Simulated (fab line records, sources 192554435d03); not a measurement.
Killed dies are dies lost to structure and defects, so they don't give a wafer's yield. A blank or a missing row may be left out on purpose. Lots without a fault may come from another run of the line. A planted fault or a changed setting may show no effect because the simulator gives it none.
Chamber matching | flow n5_finfet | N5_MOL_CONTACT_COAG_CMP_23 on cmp-04: 4 sister chambers
The step polishes, stops on SiO2, t overpolish 1.5 s, target thk 0 nm. 8 wafers are shown with their chamber, then 8 later ones without.

WAFERS WITH THEIR CHAMBER
wafer  | chamber | motor_current_A (A) | overpolish_run_s (s)
L450.2 | 0       | 8.9                 | 1.501
L451.1 | 3       | 9.7                 | 1.489
L451.4 | 2       | 8.6                 | 1.509
L451.5 | 1       | 7.8                 | 1.504
L462.1 | 1       | 7.2                 | 1.498
L462.2 | 0       | 8.8                 | 1.505
L462.3 | 2       | 8.0                 | 1.501
L463.2 | 3       | 8.9                 | 1.497

WAFERS WITHOUT THEIR CHAMBER
wafer  | motor_current_A (A) | overpolish_run_s (s)
L463.4 | 9.1                 | 1.507
L463.6 | 8.6                 | 1.492
L467.4 | 8.5                 | 1.495
L467.5 | 8.7                 | 1.507
L467.6 | 9.2                 | 1.495
L468.2 | 7.7                 | 1.494
L468.3 | 8.6                 | 1.511
L468.5 | 8.5                 | 1.511

WHICH CHAMBER EACH WENT THROUGH
wafer  | from the rows above               | in truth
L463.4 | can't be placed: 0 or 2 or 3      | 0
L463.6 | can't be placed: 3 or 0 or 2 or 1 | 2
L467.4 | can't be placed: 0 or 3 or 2 or 1 | 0
L467.5 | can't be placed: 0 or 2           | 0
L467.6 | can't be placed: 3 or 0           | 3
L468.2 | can't be placed: 1 or 2 or 0      | 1
L468.3 | can't be placed: 2 or 0 or 1      | 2
L468.5 | can't be placed: 2 or 0 or 1      | 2
Placed correctly: 0 of 8. Can't be placed from these rows: 8 (the true chamber is among the candidates in 8). Placed wrongly: 0.
How it was worked out, from the rows above alone: a wafer's distance from a chamber is the root of the sum, over the readings, of the square of ((its reading less the chamber's mean) divided by the reading's scatter). The wafer belongs to the nearest chamber; if the next one is less than 2 further off, it can't be placed. A chamber's mean is the mean of its shown wafers. The scatter: the root of (the sum of the squares of (reading less its chamber's mean) over the shown wafers, divided by (wafers less chambers)).
